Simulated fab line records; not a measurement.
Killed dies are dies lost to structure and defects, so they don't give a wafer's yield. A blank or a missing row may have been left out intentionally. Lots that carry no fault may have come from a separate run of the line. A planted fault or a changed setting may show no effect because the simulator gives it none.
Matching of chambers :: flow n5 finfet :: N5_BEOL_M6_ETCH_61 on rie diel-01: 4 sister chambers
The step etches SiARC in CF4, target depth 45.5 nm, time 75.8 s. 16 wafers are shown with their chamber, then 7 later ones without.

== EACH WAFER AND ITS CHAMBER ==
wafer: L803.1
chamber: 0
drypump motor current A (A): 5.1
etch rf on time s (s): 71.9
throttle valve pct (%): 15.47

wafer: L803.5
chamber: 2
drypump motor current A (A): 5.8
etch rf on time s (s): 79.8
throttle valve pct (%): 16.17

wafer: L808.4
chamber: 1
drypump motor current A (A): 5.6
etch rf on time s (s): 75.6
throttle valve pct (%): 16.00

wafer: L808.5
chamber: 3
drypump motor current A (A): 5.5
etch rf on time s (s): 77.4
throttle valve pct (%): 15.68

wafer: L808.6
chamber: 2
drypump motor current A (A): 5.8
etch rf on time s (s): 77.3
throttle valve pct (%): 15.70

wafer: L810.1
chamber: 3
drypump motor current A (A): 5.5
etch rf on time s (s): 78.9
throttle valve pct (%): 15.66

wafer: L810.3
chamber: 0
drypump motor current A (A): 5.1
etch rf on time s (s): 72.5
throttle valve pct (%): 15.50

wafer: L810.5
chamber: 0
drypump motor current A (A): 5.1
etch rf on time s (s): 72.0
throttle valve pct (%): 15.50

wafer: L813.1
chamber: 3
drypump motor current A (A): 5.5
etch rf on time s (s): 79.7
throttle valve pct (%): 15.68

wafer: L813.4
chamber: 1
drypump motor current A (A): 5.5
etch rf on time s (s): 77.5
throttle valve pct (%): 16.00

wafer: L813.5
chamber: 0
drypump motor current A (A): 5.1
etch rf on time s (s): 72.1
throttle valve pct (%): 15.51

wafer: L818.3
chamber: 3
drypump motor current A (A): 5.5
etch rf on time s (s): 77.5
throttle valve pct (%): 15.68

wafer: L818.5
chamber: 1
drypump motor current A (A): 5.6
etch rf on time s (s): 77.2
throttle valve pct (%): 16.02

wafer: L818.6
chamber: 2
drypump motor current A (A): 5.8
etch rf on time s (s): 78.2
throttle valve pct (%): 15.75

wafer: L823.1
chamber: 2
drypump motor current A (A): 5.8
etch rf on time s (s): 80.0
throttle valve pct (%): 15.76

wafer: L823.4
chamber: 3
drypump motor current A (A): 5.5
etch rf on time s (s): 78.5
throttle valve pct (%): 15.73

SIGNATURES (averages over the wafers above)
reading: drypump motor current A
chamber 0: 5.100
chamber 1: 5.567
chamber 2: 5.800
chamber 3: 5.500
scatter within a chamber: 0.0236

reading: etch rf on time s
chamber 0: 72.125
chamber 1: 76.767
chamber 2: 78.825
chamber 3: 78.400
scatter within a chamber: 0.962

reading: throttle valve pct
chamber 0: 15.4950
chamber 1: 16.0067
chamber 2: 15.8450
chamber 3: 15.6860
scatter within a chamber: 0.111
Rule: distance of a wafer from a chamber = root of the sum over the readings of ((wafer's reading minus chamber's mean) / reading's scatter) squared. The wafer belongs to the nearest chamber; if the next one is less than 2 further off, it can't be placed. The scatter: the root of (the sum of the squares of (reading less its chamber's mean) over the shown wafers, divided by (wafers less chambers)).

== WAFERS MISSING THEIR CHAMBER ==
wafer: L823.5
drypump motor current A (A): 5.1
etch rf on time s (s): 74.4
throttle valve pct (%): 15.56

wafer: L825.1
drypump motor current A (A): 5.5
etch rf on time s (s): 77.4
throttle valve pct (%): 15.74

wafer: L825.2
drypump motor current A (A): 5.1
etch rf on time s (s): 73.3
throttle valve pct (%): 15.58

wafer: L825.6
drypump motor current A (A): 5.5
etch rf on time s (s): 76.9
throttle valve pct (%): 15.74

wafer: L824.1
drypump motor current A (A): 5.1
etch rf on time s (s): 71.9
throttle valve pct (%): 15.56

wafer: L824.2
drypump motor current A (A): 5.6
etch rf on time s (s): 76.0
throttle valve pct (%): 16.04

wafer: L824.3
drypump motor current A (A): 5.5
etch rf on time s (s): 76.4
throttle valve pct (%): 15.75

== WHICH CHAMBER EACH ONE RAN IN ==
wafer: L823.5
from the rows above: 0
in truth: 0

wafer: L825.1
from the rows above: 3
in truth: 3

wafer: L825.2
from the rows above: 0
in truth: 0

wafer: L825.6
from the rows above: 3
in truth: 3

wafer: L824.1
from the rows above: 0
in truth: 0

wafer: L824.2
from the rows above: 1
in truth: 1

wafer: L824.3
from the rows above: can't be placed: 3 or 1
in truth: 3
Correct placement for 6 of the 7. From these rows, 1 cannot be placed; in 1 the true chamber is one of the candidates. Placed wrongly: 0.
